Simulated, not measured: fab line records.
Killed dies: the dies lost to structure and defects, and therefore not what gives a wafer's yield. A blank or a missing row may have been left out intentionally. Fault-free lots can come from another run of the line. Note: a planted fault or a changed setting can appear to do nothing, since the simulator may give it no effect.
fab line records	flow nand-harc
record lots=12	wafers=36	last-day=23
route steps=1159 shown A_M0@1025 A_M1@1037 A_BONDPAD@1059 END@1159
lots untouched by any fault: they come from a run of this same line in which no faults occurred
start-h: hours from the record's first day to the start of the lot's first wafer shown	wait-h: how many hours have passed since the lot's step before this one	" unchanged from the row above	L1.1+2: a single row standing in for several wafers	- no value, or no start given	* or withheld: withheld	< > ~ a bound
route shown NAME@n: NAME is a module with steps in the file, n the number in the route of the first one	usual: mean and standard deviation over wafers with no fault	same: alike in all rows	chamber/n: place in a boat	sites: each site's reading	_std_site: the values' standard deviation	_edge_site: inner sites' mean taken away from outer sites' mean	radius-mm: how far each site lies from the wafer's centre	mask NAME#n: copy n	behind: tool/chamber where the wafer was last shaped	hold: why the lot went on hold/how many hours it stayed there/how the hold came to an end	device: which transistor (n, p or np) failed to switch	end of line: the route-end tests of the same wafers	a step without rows: its recipe alone	killed: the dies lost at the first sort to structure and to defects; this is not the yield of the wafer	map: a wafer's dies, x killed, . not, _ none there
set.NAME: the run value of the setting; set.NAME@STEP: its run value at that earlier step	model.NAME: the simulator's own value behind a step, which no gauge read
one table for each step of the route and one row for each wafer, over a sample of lots
services: the hour from which a tool's chamber was out of use, counted from the record's first day as start-h (under 0 if before that day), plus the number of hours and why
## steps
# step NHARC_A_M0_DEP_32
# recipe target-thk-a=300	temp-c=370	target-thk-nm=30	pressure-torr=3	flow-sccm=200	rf-w=450	material=SiCN
# usual heater-power-w=618/82	rf-fwd-power-W=449.4/1.4	showerhead-vpp-V=1350/50
lot.wafer	tool	chamber	start-h	wait-h	heater-power-w	rf-fwd-power-W	showerhead-vpp-V
L867.1	pecvd-03	2	410.18	0.1	718	447.1	1286
L867.6	"	0	"	"	521	449.3	1441
L867.4	"	1	"	"	632	450.9	1296
L870.3	pecvd-04	2	430.26	0.1	643	448.7	1346
L870.5	"	0	"	"	494	451.0	1376
L870.6	"	1	"	"	579	450.4	1417
L873.1	pecvd-03	2	441.31	0.1	772	453.2	1281
L873.3	"	2	"	"	802	449.9	1289
L873.5	"	2	"	"	789	453.2	1267
L875.1	pecvd-02	1	453.03	0.1	595	451.8	1369
L875.4	"	2	"	"	652	450.0	1374
L875.5	"	1	"	"	597	450.6	1382
L877.2	pecvd-03	1	454.49	0.1	595	449.0	1314
L877.6	"	0	"	"	482	448.6	1427
L877.4	"	1	"	"	575	451.1	1298
L878.4	pecvd-02	1	467.24	0.2	722	449.0	1407
L878.6	"	2	"	"	673	447.7	1391
L878.5	"	1	"	"	696	448.7	1381
L880.1	pecvd-03	2	472.12	0.1	768	449.0	1285
L880.2	"	0	"	"	469	448.6	1406
L880.4	"	0	"	"	483	448.6	1420
L882.1	pecvd-04	2	479.47	0.1	626	449.0	1365
L882.4	"	0	"	"	553	449.0	1382
L882.5	"	2	"	"	630	451.8	1352
L881.1	pecvd-02	1	482.49	0.1	588	449.4	1373
L881.6	"	0	"	"	629	449.7	1320
L881.5	"	1	"	"	597	449.5	1388
L883.3	pecvd-04	0	500.70	0.1	575	449.6	1355
L883.6	"	2	"	"	679	451.0	1348
L883.4	"	1	"	"	521	446.5	1361
L885.3	pecvd-02	0	501.15	0.1	611	449.4	1300
L885.5	"	2	"	"	678	449.2	1392
L885.4	"	1	"	"	680	447.0	1373
L888.2	pecvd-04	1	513.22	0.1	634	448.4	1362
L888.6	"	2	"	"	743	449.4	1331
L888.5	"	0	"	"	551	453.0	1367
# step NHARC_A_M1_OVL_MEAS_10
# recipe pitch-nm=240
# usual overlay-x-nm=0.2/0.82	overlay-y-nm=-0.3/0.74
lot.wafer	tool	chamber	start-h	wait-h	overlay-x-nm	overlay-y-nm
L867.1	overlay-01	-	411.53	-	0.3	-1.0
L867.4	"	-	"	"	0.6	-0.6
L867.6	"	-	"	"	0.5	-1.4
L870.3	overlay-01	-	431.39	-	-0.2	-0.2
L870.5	"	-	"	"	-0.4	-0.2
L870.6	"	-	"	"	0.5	-0.2
L873.1	overlay-02	-	442.70	-	1.2	-0.7
L873.3	"	-	"	"	1.3	-0.6
L873.5	"	-	"	"	1.4	-0.3
L875.1	overlay-01	-	454.26	-	0.8	0.1
L875.4	"	-	"	"	1.2	0.1
L875.5	"	-	"	"	0.6	-0.3
L877.2	overlay-02	-	455.70	-	-0.3	1.0
L877.4	"	-	"	"	0.1	1.1
L877.6	"	-	"	"	-0.2	1.1
L878.4	overlay-01	-	468.52	-	0.3	-1.1
L878.5	"	-	"	"	0.1	-1.2
L878.6	"	-	"	"	0.4	-0.8
L880.1	overlay-02	-	473.41	-	0.1	-1.3
L880.2	"	-	"	"	0.2	-0.4
L880.4	"	-	"	"	-0.1	-1.0
L882.1	overlay-01	-	480.78	-	0.8	-0.4
L882.4	"	-	"	"	0.5	0.3
L882.5	"	-	"	"	1.2	-0.4
L881.1	overlay-01	-	483.76	-	-0.8	-0.9
L881.5	"	-	"	"	-0.7	-0.6
L881.6	"	-	"	"	-0.1	-1.0
L883.3	overlay-02	-	501.99	-	0.4	-1.2
L883.4	"	-	"	"	0.3	-0.7
L883.6	"	-	"	"	0.8	-0.8
L885.3	overlay-02	-	502.32	-	0.7	0.2
L885.4	"	-	"	"	0.4	0.3
L885.5	"	-	"	"	0.7	-0.2
L888.2	overlay-02	-	514.47	-	-0.7	-0.8
L888.5	"	-	"	"	0.1	-0.4
L888.6	"	-	"	"	0.3	0.1
# step NHARC_A_BONDPAD_DEP_00
# recipe target-thk-a=2500	temp-c=370	target-thk-nm=250	pressure-torr=3	flow-sccm=200	rf-w=450	material=SiCN
# usual heater-power-w=612/83	rf-fwd-power-W=449.0/1.3	showerhead-vpp-V=1319/61
lot.wafer	tool	chamber	start-h	wait-h	heater-power-w	rf-fwd-power-W	showerhead-vpp-V
L867.1	pecvd-01	1	415.07	-	529	449.6	1300
L867.6	"	2	"	"	720	449.6	1207
L867.4	"	1	"	"	536	450.8	1322
L870.3	pecvd-01	0	434.79	-	690	450.3	1307
L870.5	"	0	"	"	698	449.7	1313
L870.6	"	2	"	"	708	449.5	1197
L873.1	pecvd-02	1	446.28	-	623	447.5	1372
L873.3	"	0	"	"	615	449.1	1287
L873.5	"	1	"	"	632	449.0	1403
L875.1	pecvd-01	1	458.04	-	499	450.8	1308
L875.4	"	2	"	"	704	447.7	1199
L875.5	"	0	"	"	631	450.2	1336
L877.2	pecvd-01	2	459.43	-	673	451.1	1171
L877.6	"	2	"	"	689	451.6	1195
L877.4	"	0	"	"	670	269.3	1006
L878.6	pecvd-01	0	472.05	-	721	268.5	1021
L878.4	"	1	"	"	452	449.0	1329
L878.5	"	2	"	"	656	450.0	1217
L880.1	pecvd-04	2	477.03	-	698	449.5	1327
L880.2	"	1	"	"	527	448.0	1387
L880.4	"	1	"	"	551	448.0	1362
L882.1	pecvd-04	2	484.69	-	647	449.3	1333
L882.5	"	0	"	"	505	449.6	1364
L882.4	"	1	"	"	621	449.5	1368
L881.1	pecvd-04	2	487.20	-	758	448.0	1368
L881.6	"	1	"	"	622	448.1	1388
L881.5	"	2	"	"	773	449.2	1354
L883.3	pecvd-04	1	505.50	-	520	448.1	1383
L883.6	"	2	"	"	774	449.7	1328
L883.4	"	1	"	"	529	449.5	1361
L885.3	pecvd-04	1	505.89	-	557	447.9	1359
L885.5	"	2	"	"	704	449.6	1340
L885.4	"	0	"	"	572	451.3	1364
L888.2	pecvd-04	1	519.60	-	570	447.0	1343
L888.5	"	1	"	"	577	448.3	1378
L888.6	"	0	"	"	531	449.8	1381
# step NHARC_A_BONDPAD_THK_MEAS_30
# recipe thk-meas-gauge=ellipsometry
# usual thk-nm=199.2/1.4
lot.wafer	tool	chamber	start-h	wait-h	thk-nm
L867.1	film-metro-02	-	415.64	0.2	198.9
L867.4	"	-	"	"	199.4
L867.6	"	-	"	"	200.1
L870.3	film-metro-02	-	435.45	0.2	197.6
L870.5	"	-	"	"	199.9
L870.6	"	-	"	"	200.5
L873.1	film-metro-01	-	446.94	0.1	198.9
L873.3	"	-	"	"	198.9
L873.5	"	-	"	"	197.0
L875.1	film-metro-01	-	458.61	0.2	197.5
L875.4	"	-	"	"	198.9
L875.5	"	-	"	"	198.3
L877.2	film-metro-01	-	460.13	0.2	200.6
L877.4	"	-	"	"	198.9
L877.6	"	-	"	"	199.2
L878.4	film-metro-01	-	472.57	0.2	201.2
L878.5	"	-	"	"	196.1
L878.6	"	-	"	"	200.3
L880.1	film-metro-01	-	477.68	0.2	199.6
L880.2	"	-	"	"	197.1
L880.4	"	-	"	"	200.3
L882.1	film-metro-02	-	485.35	0.1	197.6
L882.4	"	-	"	"	200.3
L882.5	"	-	"	"	200.7
L881.1	film-metro-02	-	487.81	0.2	196.5
L881.5	"	-	"	"	200.0
L881.6	"	-	"	"	199.4
L883.3	film-metro-02	-	506.07	0.2	198.4
L883.4	"	-	"	"	196.9
L883.6	"	-	"	"	198.4
L885.3	film-metro-01	-	506.46	0.2	202.5
L885.4	"	-	"	"	202.2
L885.5	"	-	"	"	199.5
L888.2	film-metro-02	-	520.39	0.2	199.0
L888.5	"	-	"	"	198.3
L888.6	"	-	"	"	199.8
# step NHARC_END_SORT_01
# recipe temp-c=25
# usual defect-limited-yield=95.1/1.6	killed-at-array=29/11	killed-at-other=0.7/1.1	killed-at-periphery=2.9/2.2	killed-dies=33/11	killed-open=3.1/1.8	killed-short=1.9/1.4	sort_bin_2_pct=1.6/0.64	sort_bin_3_pct=0.26/0.18	sort_bin_4_pct=3.1/1.1	sort-n-pass=644/11	sort-rim-yield-pct=95.7/2.8	sort-yield-pct=95.1/1.6
# same gross-dies=677	sort_bin_5_pct[%]=0	sort_bin_6_pct[%]=0	sort_bin_7_pct[%]=0	sort_bin_8_pct[%]=0	sort-rim-n-gross=106.00
lot.wafer	tool	chamber	start-h	wait-h	defect-limited-yield[%]	killed-at-array	killed-at-other	killed-at-periphery	killed-dies	killed-open	killed-short	sort_bin_2_pct[%]	sort_bin_3_pct[%]	sort_bin_4_pct[%]	sort-n-pass	sort-rim-yield-pct[%]	sort-yield-pct[%]
L873.1	prober-01	0	479.09	2.5	94.4	35	1	2	38	4	3	2.1	0.30	3.2	639	94.3	94.4
L873.3	prober-01	0	480.71	3.1	95.3	30	0	2	32	1	0	1.6	0.30	2.8	645	92.5	95.3
L873.5	prober-01	0	482.34	3.7	94.5	33	0	4	37	4	2	2.4	0.15	3.0	640	96.2	94.5
L880.1	prober-02	0	505.85	2.5	95.1	29	1	3	33	2	0	1.9	0.15	2.8	644	97.2	95.1
L880.2	prober-02	0	506.65	2.8	93.8	39	1	2	42	1	4	2.4	0.15	3.7	635	92.5	93.8
L880.4	prober-02	0	508.25	3.4	93.8	38	0	4	42	2	0	1.5	0.44	4.3	635	97.2	93.8
L878.4	prober-01	0	515.98	3.4	95.0	34	0	0	34	0	2	1.5	0.15	3.4	643	94.3	95.0
L878.5	prober-01	0	516.78	3.7	95.4	28	1	2	31	3	2	1.3	0.44	2.8	646	100.0	95.4
L878.6	prober-01	0	517.57	4.0	95.9	26	1	1	28	2	0	1.3	0.30	2.5	649	95.3	95.9
L883.3	prober-01	0	535.74	3.1	93.2	43	1	2	46	4	0	2.2	0.15	4.4	631	94.3	93.2
L883.4	prober-01	0	536.53	3.4	93.2	46	0	0	46	1	1	1.3	0.44	5.0	631	92.5	93.2
L883.6	prober-01	0	538.12	4.0	92.0	51	0	3	54	4	2	1.8	0.59	5.6	623	99.1	92.0
L885.3	prober-01	0	543.48	3.1	93.1	41	0	6	47	2	2	2.1	0.59	4.3	630	96.2	93.1
L885.4	prober-01	0	544.28	3.4	94.4	35	1	2	38	3	2	1.6	0.30	3.7	639	92.5	94.4
L885.5	prober-01	0	545.08	3.7	94.7	32	1	3	36	3	3	1.8	0.30	3.2	641	97.2	94.7
L888.2	prober-02	0	556.04	2.8	95.4	29	0	2	31	4	0	1.9	0.30	2.4	646	97.2	95.4
L888.5	prober-02	0	558.44	3.7	95.9	22	0	6	28	4	1	1.5	0.15	2.5	649	98.1	95.9
L888.6	prober-02	0	559.24	4.0	97.2	18	0	1	19	1	0	1.0	0.15	1.6	658	97.2	97.2
# killed by level:class
L873.1 A_CHANNEL_HOLE_D1:chamber-film-flake=13 A_SLIT:chamber-film-flake=10 A_CONTACT:chamber-film-flake=5 P_M2:geometric-particle:open=1 A_CHANNEL_FILL_D1:geometric-particle:short=1 A_WL_FILL:geometric-particle:open=1 A_WL_FILL:geometric-particle:short=1 A_CONTACT:geometric-particle:open=1
L873.3 A_CHANNEL_HOLE_D1:chamber-film-flake=11 A_SLIT:chamber-film-flake=10 A_CONTACT:chamber-film-flake=6 P_ZERO_WELL:chamber-film-flake=2 A_ZERO_WELL:chamber-film-flake=2 A_CONTACT:geometric-particle:open=1
L873.5 A_CHANNEL_HOLE_D1:chamber-film-flake=14 A_SLIT:chamber-film-flake=10 P_ZERO_WELL:chamber-film-flake=3 A_CONTACT:geometric-particle:open=2 A_WL_FILL:chamber-film-flake=2 P_M0:geometric-particle:open=1 A_ONON_D1:geometric-particle:open=1 A_ONON_D1:geometric-particle:short=1
L880.1 A_CHANNEL_HOLE_D1:chamber-film-flake=19 A_SLIT:chamber-film-flake=8 P_STI:chamber-film-flake=3 A_BLC:geometric-particle:open=1 STARTING-WAFER:geometric-particle:open=1 A_CONTACT:chamber-film-flake=1
L880.2 A_CHANNEL_HOLE_D1:chamber-film-flake=17 A_SLIT:chamber-film-flake=13 A_WL_FILL:chamber-film-flake=2 A_STAIRCASE:chamber-film-flake=2 A_CHANNEL_FILL_D1:geometric-particle:short=1 A_SGD_CUT:geometric-particle:open=1 A_WL_FILL:geometric-particle:short=1 A_M0:geometric-particle:short=1
L880.4 A_CHANNEL_HOLE_D1:chamber-film-flake=19 A_SLIT:chamber-film-flake=14 P_STI:chamber-film-flake=4 A_ONON_D1:geometric-particle:open=1 A_CHANNEL_HOLE_D1:geometric-particle:open=1 A_ZERO_WELL:chamber-film-flake=1 A_STAIRCASE:chamber-film-flake=1 A_WL_FILL:chamber-film-flake=1
L878.4 A_SLIT:chamber-film-flake=14 A_CHANNEL_HOLE_D1:chamber-film-flake=8 A_CONTACT:chamber-film-flake=6 A_SGD_CUT:chamber-film-flake=3 A_CHANNEL_FILL_D1:geometric-particle:short=2 A_STAIRCASE:chamber-film-flake=1
L878.5 A_SLIT:chamber-film-flake=13 A_CONTACT:chamber-film-flake=4 A_CHANNEL_HOLE_D1:chamber-film-flake=3 A_ZERO_WELL:chamber-film-flake=2 A_SGD_CUT:chamber-film-flake=2 P_CONTACT:geometric-particle:short=1 P_M2:geometric-particle:short=1 A_ONON_D1:geometric-particle:open=1
L878.6 A_SLIT:chamber-film-flake=14 A_CHANNEL_HOLE_D1:chamber-film-flake=5 A_CONTACT:chamber-film-flake=4 A_CONTACT:geometric-particle:open=1 STARTING-WAFER:geometric-particle:open=1 P_M0:chamber-film-flake=1 A_STAIRCASE:chamber-film-flake=1 A_SGD_CUT:chamber-film-flake=1
L883.3 A_CHANNEL_HOLE_D1:chamber-film-flake=18 A_SLIT:chamber-film-flake=16 A_CONTACT:chamber-film-flake=4 A_STAIRCASE:chamber-film-flake=2 P_M0:geometric-particle:open=1 A_ONON_D1:geometric-particle:open=1 A_WL_FILL:geometric-particle:open=1 A_CONTACT:geometric-particle:open=1
L883.4 A_CHANNEL_HOLE_D1:chamber-film-flake=17 A_SLIT:chamber-film-flake=16 A_STAIRCASE:chamber-film-flake=5 A_CONTACT:chamber-film-flake=4 A_ZERO_WELL:chamber-film-flake=2 A_ONON_D1:geometric-particle:short=1 A_CONTACT:geometric-particle:open=1
L883.6 A_SLIT:chamber-film-flake=18 A_CHANNEL_HOLE_D1:chamber-film-flake=18 A_STAIRCASE:chamber-film-flake=5 A_ZERO_WELL:chamber-film-flake=3 A_CONTACT:geometric-particle:open=2 A_CONTACT:chamber-film-flake=2 P_GATE:geometric-particle:open=1 P_M0:geometric-particle:short=1
L885.3 A_SLIT:chamber-film-flake=21 A_CONTACT:chamber-film-flake=6 A_CHANNEL_HOLE_D1:chamber-film-flake=5 A_STAIRCASE:chamber-film-flake=3 P_STI:chamber-film-flake=2 P_GATE:chamber-film-flake=2 A_CHANNEL_FILL_D1:chamber-film-flake=2 A_BLC:chamber-film-flake=2
L885.4 A_SLIT:chamber-film-flake=18 A_CHANNEL_HOLE_D1:chamber-film-flake=5 A_CONTACT:chamber-film-flake=4 A_ZERO_WELL:chamber-film-flake=3 A_CONTACT:geometric-particle:open=2 P_GATE:chamber-film-flake=2 A_WL_FILL:geometric-particle:open=1 A_CONTACT:geometric-particle:short=1
L885.5 A_SLIT:chamber-film-flake=13 A_CHANNEL_HOLE_D1:chamber-film-flake=5 A_CONTACT:chamber-film-flake=5 A_STAIRCASE:chamber-film-flake=4 A_M0:geometric-particle:open=2 P_STI:chamber-film-flake=2 A_CHANNEL_FILL_D1:geometric-particle:short=1 A_WL_FILL:geometric-particle:short=1
L888.2 A_CHANNEL_HOLE_D1:chamber-film-flake=10 A_CONTACT:chamber-film-flake=7 A_M1:chamber-film-flake=4 A_WL_FILL:chamber-film-flake=3 P_CONTACT:geometric-particle:open=2 A_STAIRCASE:chamber-film-flake=2 A_CHANNEL_FILL_D1:geometric-particle:open=1 A_SGD_CUT:geometric-particle:open=1
L888.5 A_CHANNEL_HOLE_D1:chamber-film-flake=7 A_STAIRCASE:chamber-film-flake=4 A_CONTACT:chamber-film-flake=4 P_BONDPAD:chamber-film-flake=3 A_CONTACT:geometric-particle:open=2 P_GATE:chamber-film-flake=2 P_M0:geometric-particle:open=1 A_SGD_CUT:geometric-particle:open=1
L888.6 A_CHANNEL_HOLE_D1:chamber-film-flake=12 A_CONTACT:chamber-film-flake=3 A_SOURCE_PLATE:geometric-particle:open=1 P_M0:chamber-film-flake=1 A_CHANNEL_FILL_D1:chamber-film-flake=1 A_M0:chamber-film-flake=1
## services
tool	chamber	start-h	hours	kind
pecvd-04	0	389.13	-	clean
pecvd-04	1	389.13	-	clean
pecvd-04	2	389.13	-	clean
pecvd-03	-	390.62	0.5	repair
pecvd-01	-	418.00	13.0	pm
pecvd-01	0	418.00	13.0	vent-cycle
pecvd-01	1	418.00	13.0	vent-cycle
pecvd-01	2	418.00	13.7	vent-cycle
pecvd-01	0	431.00	-	clean
pecvd-01	1	431.00	-	clean
pecvd-03	0	440.29	4.2	repair
pecvd-02	-	442.43	0.7	repair
pecvd-04	2	450.28	15.4	repair
pecvd-02	0	455.95	11.6	repair
pecvd-03	-	473.42	13.0	pm
pecvd-02	-	497.13	0.3	repair
pecvd-03	0	508.13	4.5	repair
pecvd-03	-	510.43	0.7	repair
pecvd-01	0	512.35	2.2	repair
pecvd-02	-	515.31	13.0	pm
pecvd-02	0	515.31	13.0	vent-cycle
pecvd-02	1	515.31	13.0	vent-cycle
pecvd-02	2	515.31	13.0	vent-cycle
pecvd-04	2	517.17	9.1	repair
## key
first-sign step=NHARC_A_BONDPAD_DEP_00	reading=rf-fwd-power-W	direction=down	sigmas=99+	usual=*	struck=*
effect step=NHARC_A_BONDPAD_DEP_00	reading=showerhead-vpp-V	direction=down	sigmas=5	usual=1319	struck=1014
met-at NHARC_A_BONDPAD_DEP_00
struck-lots L877,L878
struck-wafers L877.4,L878.6
not-acting-at NHARC_A_M0_DEP_32,NHARC_A_M1_OVL_MEAS_10,NHARC_A_BONDPAD_THK_MEAS_30
onset-between 458.04 459.43
fault kind=process-parameter-drift	tool=pecvd-01	chamber=0	onset-h=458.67	steps=NHARC_A_BONDPAD_DEP_00	channel=rf-w	offset=*	shape=step	end-h=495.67	acts-in=*	stated=*
